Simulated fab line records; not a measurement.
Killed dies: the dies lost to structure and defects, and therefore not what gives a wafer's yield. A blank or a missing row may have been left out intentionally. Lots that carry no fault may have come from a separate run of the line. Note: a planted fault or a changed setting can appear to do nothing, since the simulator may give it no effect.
Chamber matching -- flow n5 finfet -- 4 sister chambers for N5_BEOL_M2_ETCH_77 on rie diel-02
The step etches underlayer in N2/H2, target depth 6.5 nm, time 5.2 s. 4 wafers are shown with their chamber, then 10 later ones without.

## WAFERS PAIRED WITH THEIR CHAMBERS
wafer,chamber,showerhead plenum p Torr (Torr)
L076.2,0,2.40
L083.2,1,2.62
L087.1,2,2.66
L087.4,3,2.44

## WAFERS MISSING THEIR CHAMBER
wafer,showerhead plenum p Torr (Torr)
L087.5,2.71
L088.2,2.66
L088.3,2.44
L088.5,2.66
L089.1,2.71
L089.2,2.44
L089.4,2.62
L091.3,2.43
L091.4,2.62
L091.6,2.62

## WHICH CHAMBER EACH WENT THROUGH
wafer,from the rows above,in truth
L087.5,can't be placed: 2 or 1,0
L088.2,can't be placed: 2 or 1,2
L088.3,can't be placed: 3 or 0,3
L088.5,can't be placed: 2 or 1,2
L089.1,can't be placed: 2 or 1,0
L089.2,can't be placed: 3 or 0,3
L089.4,can't be placed: 1 or 2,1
L091.3,can't be placed: 3 or 0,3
L091.4,can't be placed: 1 or 2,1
L091.6,can't be placed: 1 or 2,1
Placed correctly: 0 of 10. Unplaceable from these rows: 10, with the true chamber sitting among the candidates in 8. Number placed wrongly: 0.
How it was worked out, from the rows above alone: a wafer's distance from a chamber is the root of the sum, over the readings, of the square of ((its reading less the chamber's mean) divided by the reading's scatter). If the next closest chamber is less than 2 further off than the closest, the wafer can't be placed; otherwise it belongs to the closest. A chamber's mean is the mean of its shown wafers. The scatter: with one shown wafer a chamber, the root of the mean of the squares of how far each hidden wafer lies from its nearest shown one.
